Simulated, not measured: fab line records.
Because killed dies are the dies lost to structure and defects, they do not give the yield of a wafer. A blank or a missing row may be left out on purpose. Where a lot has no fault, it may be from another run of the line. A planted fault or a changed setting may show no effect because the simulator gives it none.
fab line records	flow nand_harc
record: lots: 11	wafers: 33	last_day: 25
route steps=1159 shown P_ZERO_WELL@14 END@1159
lots that met no fault: taken from a fault-free run of the same line
start_h: the number of hours between the record's first day and the start of the first shown wafer of the lot	wait_h: how many hours have passed since the lot's step before this one	" unchanged from the row above	L1.1+2: a single row standing in for several wafers	- no value present, or no start provided	* or withheld: withheld	< > ~ a bound
route shown NAME@n: names a module that has steps shown in the file, with the first one's number in the route	usual: mean/standard deviation taken from wafers without a fault	same: alike in all rows	chamber/n: place in a boat	sites: each site's reading	_std_site: the values' standard deviation	_edge_site: mean of outer sites minus mean of inner sites	radius_mm: for every site, how far away it sits from the centre of the wafer	mask NAME#n: copy n	behind: the tool/chamber that last shaped the wafer	hold: the reason the lot was held/the length of the hold in hours/how it ended	device: the n, p or np transistor that did not switch	end of line: the same wafers' tests at the end of the route	for a step that has no rows: nothing shown but its recipe	killed: at the first sort, the dies lost to defects and structure; wafer yield is something else	map: a wafer's dies, x killed, . not, _ none there
set.NAME: setting as actually run; set.NAME@STEP: the setting as run at that earlier step	model.NAME: the simulator's own value behind a step, which no gauge read
steps of the route over a sample of lots; a table a step, a row a wafer
services: a tool's chamber out of use, with start hour (start_h, from the record's first day; less than 0 if before it), hours out, and reason
== steps ==
step: NHARC_P_ZERO_WELL_CD_MEAS_11
recipe: target_cd_nm: 500	landing_energy_ev: 500
usual: cd_nm: 499.4/1.5
lot.wafer	tool	chamber	start_h	wait_h	cd_nm
L379.1	cd_sem-03	0	13.12	-	501.1
L379.4	"	0	"	"	499.7
L379.5	"	0	"	"	497.8
L381.2	cd_sem-03	0	25.15	-	501.9
L381.4	"	0	"	"	500.4
L381.6	"	0	"	"	499.7
L384.2	cd_sem-03	0	43.24	-	500.7
L384.3	"	0	"	"	498.1
L384.6	"	0	"	"	500.1
L391.1	cd_sem-01	0	85.11	-	499.9
L391.4	"	0	"	"	500.2
L391.6	"	0	"	"	500.9
L392.3	cd_sem-02	0	91.25	-	499.0
L392.4	"	0	"	"	498.7
L392.5	"	0	"	"	499.7
L393.1	cd_sem-03	0	97.37	-	499.6
L393.3	"	0	"	"	500.2
L393.6	"	0	"	"	500.1
L395.1	cd_sem-01	0	109.11	-	497.9
L395.3	"	0	"	"	494.9
L395.6	"	0	"	"	499.8
L397.1	cd_sem-03	0	121.24	-	501.8
L397.3	"	0	"	"	500.4
L397.6	"	0	"	"	500.5
L399.1	cd_sem-01	0	133.11	-	502.8
L399.3	"	0	"	"	502.0
L399.5	"	0	"	"	501.2
L400.1	cd_sem-01	0	139.24	-	498.2
L400.2	"	0	"	"	497.2
L400.3	"	0	"	"	497.8
L402.2	cd_sem-03	0	151.24	-	500.1
L402.3	"	0	"	"	501.0
L402.5	"	0	"	"	499.8
step: NHARC_P_ZERO_WELL_DESCUM_13
recipe: time_s: 3	o2_flow_sccm: 200	ar_flow_sccm: 0	bias_power_w: 0	chemistry: O2
usual: drypump_motor_current_A: 5.7/0.45	oes_product_au: 0.995/0.01	rf_vpp_V: 57.9/0.84	showerhead_plenum_p_Torr: 1.96/0.068	throttle_valve_pct: 11.313/0.0088
lot.wafer	tool	chamber	start_h	wait_h	drypump_motor_current_A	oes_product_au	rf_hours_counter_h	rf_vpp_V	showerhead_plenum_p_Torr	throttle_valve_pct
L379.4	rie_diel-01	3	13.28	-	6.4	1.008	3	58.2	1.99	11.295
L379.1	"	0	"	"	6.5	0.984	4	57.7	2.06	11.306
L379.5	"	0	"	"	6.5	0.979	-	58.3	2.06	11.311
L381.4	rie_diel-04	1	25.30	-	5.9	0.991	4	58.7	2.01	11.313
L381.2	"	0	"	"	5.8	1.001	4	58.8	1.93	11.298
L381.6	"	2	"	"	5.4	1.017	-	58.8	1.90	11.313
L384.3	rie_diel-10	1	43.39	-	5.5	0.998	3	58.5	1.99	11.307
L384.2	"	0	"	"	6.0	0.986	3	57.4	1.84	11.329
L384.6	"	2	"	"	5.3	0.992	-	58.5	2.05	11.311
L391.4	rie_diel-01	0	85.27	-	6.5	0.983	8	58.2	2.06	11.319
L391.1	"	2	"	"	6.2	0.978	8	59.0	1.88	11.316
L391.6	"	0	"	"	6.5	0.980	-	58.5	2.06	11.317
L392.3	rie_diel-04	0	91.41	-	5.7	1.005	8	58.6	1.93	11.308
L392.4	"	3	"	"	5.4	1.013	-	56.8	1.92	11.303
L392.5	"	0	"	"	5.7	1.002	-	58.0	1.93	11.296
L393.3	rie_diel-01	2	97.53	-	6.2	0.989	9	57.6	1.88	11.313
L393.1	"	3	"	"	6.4	0.996	8	58.6	1.99	11.307
L393.6	"	0	"	"	6.5	0.985	-	58.6	2.06	11.308
L395.1	rie_diel-01	0	109.27	-	6.5	0.987	10	60.0	2.05	11.314
L395.3	"	2	"	"	6.2	0.981	9	56.2	1.88	11.313
L395.6	"	0	"	"	6.5	0.985	-	56.4	2.05	11.312
L397.1	rie_diel-04	2	121.40	-	5.4	1.010	0	55.8	1.90	11.327
L397.3	"	3	"	"	5.4	1.003	0	57.9	1.92	11.316
L397.6	"	3	"	"	5.4	0.995	-	56.1	1.92	11.329
L399.3	rie_diel-01	2	133.27	-	6.2	0.979	11	58.4	1.88	11.322
L399.1	"	1	"	"	5.2	0.985	10	56.2	1.93	11.317
L399.5	"	3	"	"	6.3	1.002	-	58.3	1.98	11.306
L400.1	rie_diel-04	3	139.41	-	5.4	1.001	2	57.9	1.92	11.296
L400.2	"	0	"	"	5.7	0.987	2	59.0	1.93	11.304
L400.3	"	1	"	"	5.9	0.997	2	57.7	2.01	11.312
L402.2	rie_diel-10	1	151.41	-	5.4	1.008	10	58.1	1.99	11.322
L402.3	"	2	"	"	5.4	0.995	9	57.5	2.04	11.313
L402.5	"	0	"	"	5.9	0.989	-	57.6	1.84	11.313
step: NHARC_P_ZERO_WELL_ETCH_65
recipe: target_depth_a: 800	overetch_a: 240	time_s: 87.88	ion_energy_ev: 200	n2_flow_sccm: 150	h2_flow_sccm: 150	ar_flow_sccm: 0	rf_w: 400	bias_w: 150	chemistry: N2/H2
usual: drypump_motor_current_A: 5.7/0.44	oes_product_au: 0.996/0.011	rf_vpp_V: 431.9/2.3	showerhead_plenum_p_Torr: 2.09/0.075	throttle_valve_pct: 14.170/0.0085
lot.wafer	tool	chamber	start_h	wait_h	drypump_motor_current_A	oes_product_au	rf_hours_counter_h	rf_vpp_V	showerhead_plenum_p_Torr	throttle_valve_pct
L379.1	rie_diel-01	1	13.38	0.1	5.2	0.998	4	432.2	2.06	14.160
L379.4	"	2	"	"	6.2	0.997	3	429.0	2.01	14.164
L379.5	"	3	"	"	6.3	1.008	-	432.8	2.12	14.173
L381.4	rie_diel-04	1	25.43	0.1	5.9	0.984	4	433.6	2.15	14.161
L381.2	"	3	"	"	5.4	1.019	5	430.4	2.05	14.164
L381.6	"	0	"	"	5.8	0.995	-	431.0	2.06	14.159
L384.3	rie_diel-10	3	43.51	0.1	5.2	0.992	3	434.4	2.18	14.171
L384.2	"	0	"	"	5.9	0.993	3	429.3	1.96	14.172
L384.6	"	2	"	"	5.4	0.987	-	434.3	2.19	14.174
L391.1	rie_diel-01	1	85.35	0.1	5.2	0.997	8	430.4	2.06	14.182
L391.4	"	0	"	"	6.5	0.994	8	435.1	2.20	14.173
L391.6	"	1	"	"	5.2	0.996	-	431.5	2.06	14.164
L392.3	rie_diel-04	0	91.51	0.1	5.8	1.002	8	430.8	2.06	14.168
L392.5	"	3	"	"	5.4	1.024	-	430.9	2.05	14.174
L392.4	"	2	"	"	5.4	0.997	-	432.2	2.03	14.175
L393.1	rie_diel-01	2	97.63	0.1	6.2	0.988	9	430.3	2.00	14.177
L393.3	"	0	"	"	6.5	0.987	9	435.2	2.19	14.172
L393.6	"	2	"	"	6.2	0.983	-	428.9	2.00	14.161
L395.3	rie_diel-01	1	109.35	0.1	5.2	0.999	9	431.0	2.06	14.174
L395.1	"	0	"	"	6.5	0.994	10	434.2	2.19	14.176
L395.6	"	2	"	"	6.2	0.981	-	428.3	2.00	14.163
L397.1	rie_diel-04	0	121.49	0.1	5.7	0.986	0	431.6	2.05	14.164
L397.3	"	2	"	"	5.4	1.004	0	430.3	2.03	14.156
L397.6	"	0	"	"	5.8	0.998	-	430.5	2.05	14.177
L399.1	rie_diel-01	3	133.36	0.1	6.4	1.002	10	433.6	2.12	14.187
L399.3	"	1	"	"	5.2	0.990	10	429.6	2.06	14.178
L399.5	"	3	"	"	6.3	0.994	-	430.9	2.12	14.172
L400.2	rie_diel-04	1	139.49	0.1	5.9	0.996	2	433.5	2.15	14.162
L400.1	"	3	"	"	5.4	0.991	2	431.0	2.05	14.180
L400.3	"	0	"	"	5.8	0.979	2	430.6	2.05	14.159
L402.2	rie_diel-10	3	151.48	0.1	5.2	0.996	11	434.1	2.18	14.169
L402.3	"	1	"	"	5.5	1.005	10	430.8	2.12	14.170
L402.5	"	3	"	"	5.2	0.993	-	435.2	2.18	14.163
step: NHARC_P_ZERO_WELL_EXPOSE_21
recipe: na: 0.6	target_cd_nm: 720	dose_mj: 22.31	mask_id: P_NWELL
usual: exposure_dose_mJ_cm2: 22.305/0.021
lot.wafer	tool	chamber	start_h	wait_h	mask	exposure_dose_mJ_cm2
L379.1	krf_scanner-01	0	14.19	-	P_NWELL#0	22.316
L379.4	"	0	"	"	P_NWELL#0	22.284
L379.5	"	0	"	"	P_NWELL#0	22.299
L381.2	krf_scanner-01	0	26.37	-	P_NWELL#0	22.288
L381.4	"	0	"	"	P_NWELL#0	22.310
L381.6	"	0	"	"	P_NWELL#0	22.300
L384.2	krf_scanner-02	0	44.44	-	P_NWELL_R1#0	22.313
L384.3	"	0	"	"	P_NWELL_R1#0	22.313
L384.6	"	0	"	"	P_NWELL_R1#0	22.287
L391.1	krf_scanner-02	0	86.34	-	P_NWELL#0	22.317
L391.4	"	0	"	"	P_NWELL#0	22.298
L391.6	"	0	"	"	P_NWELL#0	22.310
L392.3	krf_scanner-01	0	92.52	-	P_NWELL#0	22.323
L392.4	"	0	"	"	P_NWELL#0	22.302
L392.5	"	0	"	"	P_NWELL#0	22.333
L393.1	krf_scanner-02	0	98.62	-	P_NWELL#0	22.278
L393.3	"	0	"	"	P_NWELL#0	22.300
L393.6	"	0	"	"	P_NWELL#0	22.300
L395.1	krf_scanner-02	0	110.35	-	P_NWELL#0	22.268
L395.3	"	0	"	"	P_NWELL#0	22.291
L395.6	"	0	"	"	P_NWELL#0	22.278
L397.1	krf_scanner-03	0	122.30	-	P_NWELL#0	22.314
L397.3	"	0	"	"	P_NWELL#0	22.300
L397.6	"	0	"	"	P_NWELL#0	22.339
L399.1	krf_scanner-03	0	134.30	-	P_NWELL#0	22.275
L399.3	"	0	"	"	P_NWELL#0	22.297
L399.5	"	0	"	"	P_NWELL#0	22.324
L400.1	krf_scanner-01	0	140.43	-	P_NWELL#0	22.311
L400.2	"	0	"	"	P_NWELL#0	22.306
L400.3	"	0	"	"	P_NWELL#0	22.312
L402.2	krf_scanner-01	0	152.45	-	P_NWELL#0	22.315
L402.3	"	0	"	"	P_NWELL#0	22.278
L402.5	"	0	"	"	P_NWELL#0	22.307
step: NHARC_P_ZERO_WELL_CD_MEAS_24
recipe: target_cd_nm: 720	landing_energy_ev: 500
usual: cd_nm: 718.9/2
lot.wafer	tool	chamber	start_h	wait_h	cd_nm
L379.1	cd_sem-02	0	14.35	-	717.9
L379.4	"	0	"	"	719.5
L379.5	"	0	"	"	718.1
L381.2	cd_sem-01	0	26.52	-	720.0
L381.4	"	0	"	"	720.4
L381.6	"	0	"	"	719.6
L384.2	cd_sem-02	0	44.60	-	696.8
L384.3	"	0	"	"	699.0
L384.6	"	0	"	"	696.2
L391.1	cd_sem-03	0	86.50	-	720.4
L391.4	"	0	"	"	718.5
L391.6	"	0	"	"	718.6
L392.3	cd_sem-01	0	92.67	-	717.0
L392.4	"	0	"	"	720.5
L392.5	"	0	"	"	717.2
L393.1	cd_sem-03	0	98.78	-	718.9
L393.3	"	0	"	"	720.4
L393.6	"	0	"	"	720.4
L395.1	cd_sem-03	0	110.51	-	715.8
L395.3	"	0	"	"	717.5
L395.6	"	0	"	"	716.2
L397.1	cd_sem-03	0	122.46	-	720.3
L397.3	"	0	"	"	718.7
L397.6	"	0	"	"	718.3
L399.1	cd_sem-02	0	134.45	-	714.9
L399.3	"	0	"	"	719.9
L399.5	"	0	"	"	715.3
L400.1	cd_sem-01	0	140.59	-	719.2
L400.2	"	0	"	"	721.4
L400.3	"	0	"	"	719.3
L402.2	cd_sem-03	0	152.60	-	720.7
L402.3	"	0	"	"	720.0
L402.5	"	0	"	"	722.1
step: NHARC_END_SORT_01
recipe: temp_c: 25
usual: killed_at_array: 26/9	killed_at_other: 0.8/1.2	killed_at_periphery: 3.2/2.3	killed_dies: 30/9.1	killed_open: 3.5/2	killed_short: 1.8/1.4
same: gross_dies: 677
lot.wafer	tool	chamber	start_h	wait_h	killed_at_array	killed_at_other	killed_at_periphery	killed_dies	killed_open	killed_short
L384.2	prober-01	0	471.37	2.8	18	3	1	22	1	1
L384.3	prober-01	0	472.17	3.1	18	4	4	26	4	3
L384.6	prober-01	0	474.57	4.0	17	5	1	23	2	1
L391.1	prober-02	0	514.07	2.5	22	1	4	27	3	4
L391.4	prober-02	0	516.50	3.4	21	0	2	23	2	0
L391.6	prober-02	0	518.12	4.0	20	0	3	23	3	2
L393.1	prober-01	0	521.96	2.6	42	1	2	45	4	2
L393.3	prober-01	0	523.55	3.1	38	0	2	40	2	4
L393.6	prober-01	0	525.93	4.0	42	0	2	44	5	1
L395.1	prober-01	0	530.86	2.5	26	0	2	28	3	1
L395.3	prober-01	0	532.48	3.1	23	3	3	29	2	4
L395.6	prober-01	0	534.90	4.0	21	2	3	26	3	2
L399.1	prober-01	0	564.24	2.5	17	0	3	20	1	0
L399.3	prober-01	0	565.86	3.1	18	0	2	20	2	2
L399.5	prober-01	0	567.48	3.7	18	0	4	22	4	4
killed by level:class
L384.2 A_CHANNEL_HOLE_D1:chamber_film_flake=13 THIN_TSV:chamber_film_flake=3 A_CONTACT:chamber_film_flake=2 P_CONTACT:geometric_particle:short=1 A_STAIRCASE:geometric_particle:open=1 A_STAIRCASE:chamber_film_flake=1 A_WL_FILL:chamber_film_flake=1
L384.3 A_CHANNEL_HOLE_D1:chamber_film_flake=8 THIN_TSV:chamber_film_flake=4 A_CHANNEL_FILL_D1:chamber_film_flake=3 A_CONTACT:chamber_film_flake=3 P_STI:geometric_particle:short=1 P_GATE:geometric_particle:short=1 P_CONTACT:geometric_particle:open=1 P_M0:geometric_particle:open=1
L384.6 A_CHANNEL_HOLE_D1:chamber_film_flake=11 THIN_TSV:chamber_film_flake=4 A_CONTACT:chamber_film_flake=3 P_M1:geometric_particle:open=1 A_CHANNEL_FILL_D1:geometric_particle:short=1 STARTING-WAFER:geometric_particle:open=1 A_CHANNEL_FILL_D1:chamber_film_flake=1 A_WL_FILL:chamber_film_flake=1
L391.1 A_SLIT:chamber_film_flake=9 A_CHANNEL_HOLE_D1:chamber_film_flake=4 A_CONTACT:chamber_film_flake=3 A_WL_FILL:geometric_particle:short=2 P_M1:chamber_film_flake=2 P_M0:geometric_particle:short=1 A_CHANNEL_FILL_D1:geometric_particle:short=1 A_WL_FILL:geometric_particle:open=1
L391.4 A_SLIT:chamber_film_flake=13 A_CHANNEL_HOLE_D1:chamber_film_flake=3 A_STAIRCASE:chamber_film_flake=2 P_M1:geometric_particle:open=1 A_CHANNEL_HOLE_D1:geometric_particle:open=1 P_ZERO_WELL:chamber_film_flake=1 A_WL_FILL:chamber_film_flake=1 A_CONTACT:chamber_film_flake=1
L391.6 A_SLIT:chamber_film_flake=8 A_CHANNEL_HOLE_D1:chamber_film_flake=4 A_CONTACT:chamber_film_flake=4 P_CONTACT:geometric_particle:open=1 P_M2:geometric_particle:short=1 A_ONON_D1:geometric_particle:short=1 A_CHANNEL_FILL_D1:geometric_particle:open=1 A_BLC:geometric_particle:open=1
L393.1 A_CHANNEL_HOLE_D1:chamber_film_flake=18 A_SGD_CUT:chamber_film_flake=10 A_STAIRCASE:chamber_film_flake=4 A_CONTACT:chamber_film_flake=4 A_M0:geometric_particle:open=2 A_ONON_D1:geometric_particle:open=1 A_CHANNEL_HOLE_D1:geometric_particle:open=1 A_CHANNEL_HOLE_D1:geometric_particle:short=1
L393.3 A_CHANNEL_HOLE_D1:chamber_film_flake=20 A_SGD_CUT:chamber_film_flake=6 A_STAIRCASE:chamber_film_flake=3 A_CONTACT:chamber_film_flake=3 P_M2:geometric_particle:open=1 A_ONON_D1:geometric_particle:short=1 A_CHANNEL_FILL_D1:geometric_particle:short=1 A_SGD_CUT:geometric_particle:short=1
L393.6 A_CHANNEL_HOLE_D1:chamber_film_flake=24 A_STAIRCASE:chamber_film_flake=5 A_SGD_CUT:chamber_film_flake=5 A_CONTACT:chamber_film_flake=3 P_STI:geometric_particle:open=2 A_SGD_CUT:geometric_particle:open=2 A_CHANNEL_HOLE_D1:geometric_particle:short=1 A_CONTACT:geometric_particle:open=1
L395.1 A_SLIT:chamber_film_flake=11 A_CHANNEL_HOLE_D1:chamber_film_flake=7 A_M0:geometric_particle:open=2 A_STAIRCASE:chamber_film_flake=2 P_M0:geometric_particle:short=1 A_CONTACT:geometric_particle:open=1 P_ZERO_WELL:chamber_film_flake=1 A_ZERO_WELL:chamber_film_flake=1
L395.3 A_SLIT:chamber_film_flake=7 A_CHANNEL_HOLE_D1:chamber_film_flake=5 A_STAIRCASE:chamber_film_flake=4 THIN_TSV:chamber_film_flake=3 P_CONTACT:geometric_particle:open=2 A_CHANNEL_FILL_D1:geometric_particle:short=2 A_CONTACT:chamber_film_flake=2 A_SGD_CUT:geometric_particle:short=1
L395.6 A_SLIT:chamber_film_flake=11 A_CONTACT:chamber_film_flake=3 P_CONTACT:geometric_particle:open=2 A_CHANNEL_HOLE_D1:chamber_film_flake=2 A_STAIRCASE:chamber_film_flake=2 THIN_TSV:chamber_film_flake=2 P_CONTACT:geometric_particle:short=1 A_ONON_D1:geometric_particle:open=1
L399.1 A_CHANNEL_HOLE_D1:chamber_film_flake=8 P_GATE:chamber_film_flake=3 A_STAIRCASE:chamber_film_flake=3 A_CONTACT:chamber_film_flake=2 A_SGD_CUT:geometric_particle:open=1 A_SLIT:chamber_film_flake=1 A_BLC:chamber_film_flake=1 A_BONDPAD:chamber_film_flake=1
L399.3 A_CONTACT:chamber_film_flake=5 A_CHANNEL_HOLE_D1:chamber_film_flake=4 A_SLIT:chamber_film_flake=3 A_STAIRCASE:chamber_film_flake=2 P_M1:geometric_particle:open=1 A_CONTACT:geometric_particle:short=1 A_CONTACT:geometric_particle:open=1 A_M1:geometric_particle:short=1
L399.5 A_CHANNEL_HOLE_D1:chamber_film_flake=5 A_CONTACT:chamber_film_flake=4 P_GATE:chamber_film_flake=2 P_CONTACT:geometric_particle:open=1 A_ONON_D1:geometric_particle:open=1 A_ONON_D1:geometric_particle:short=1 A_CHANNEL_FILL_D1:geometric_particle:short=1 A_WL_FILL:geometric_particle:open=1
== services ==
tool	chamber	start_h	hours	kind
rie_diel-04	-	-8.59	2.4	repair
rie_diel-01	0	-5.70	-	clean
rie_diel-01	1	-5.70	-	clean
rie_diel-01	2	-5.70	-	clean
rie_diel-01	3	-5.70	-	clean
krf_scanner-03	-	-3.89	4.0	pm
rie_diel-10	-	-0.50	9.0	pm
rie_diel-01	-	0.31	1.1	repair
rie_diel-01	0	18.80	-	clean
rie_diel-01	1	18.80	-	clean
rie_diel-01	-	24.51	1.4	repair
rie_diel-01	0	30.84	7.7	repair
rie_diel-04	0	32.17	1.6	repair
krf_scanner-02	-	38.00	4.0	pm
rie_diel-01	3	64.34	10.0	repair
rie_diel-01	0	65.89	4.0	repair
krf_scanner-03	-	69.52	1.7	repair
krf_scanner-01	-	84.00	4.0	pm
rie_diel-01	1	88.22	12.6	repair
rie_diel-04	1	90.36	13.1	repair
rie_diel-10	2	101.06	4.8	repair
rie_diel-04	-	111.90	9.0	pm
rie_diel-10	-	135.32	1.8	repair
rie_diel-01	-	137.82	9.0	pm
== key ==
first_sign: step: NHARC_P_ZERO_WELL_EXPOSE_21	reading: mask	direction: changed
effect: step: NHARC_P_ZERO_WELL_CD_MEAS_24	reading: cd_nm	direction: down	sigmas: 11	usual: 718.9	struck: 697.4
met_at NHARC_P_ZERO_WELL_EXPOSE_21
struck_lots L384
tester_left_out L384
not_acting_at NHARC_P_ZERO_WELL_CD_MEAS_11,NHARC_P_ZERO_WELL_DESCUM_13,NHARC_P_ZERO_WELL_ETCH_65
fault: kind: wrong_mask	tool: any	chamber: -	onset_h: 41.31	steps: NHARC_P_ZERO_WELL_EXPOSE_21	aux_copy: P_NWELL_R1#0	cd_offset_nm: -20.817	scope: struck_lots_only
tester_left_out: of these lots the tester's yield and bins aren't shown, on N5 and GAA mostly nor the transistor test; their killed dies are dies lost to structure and defects alone, not to doping, threshold or leakage, so they don't give the yield
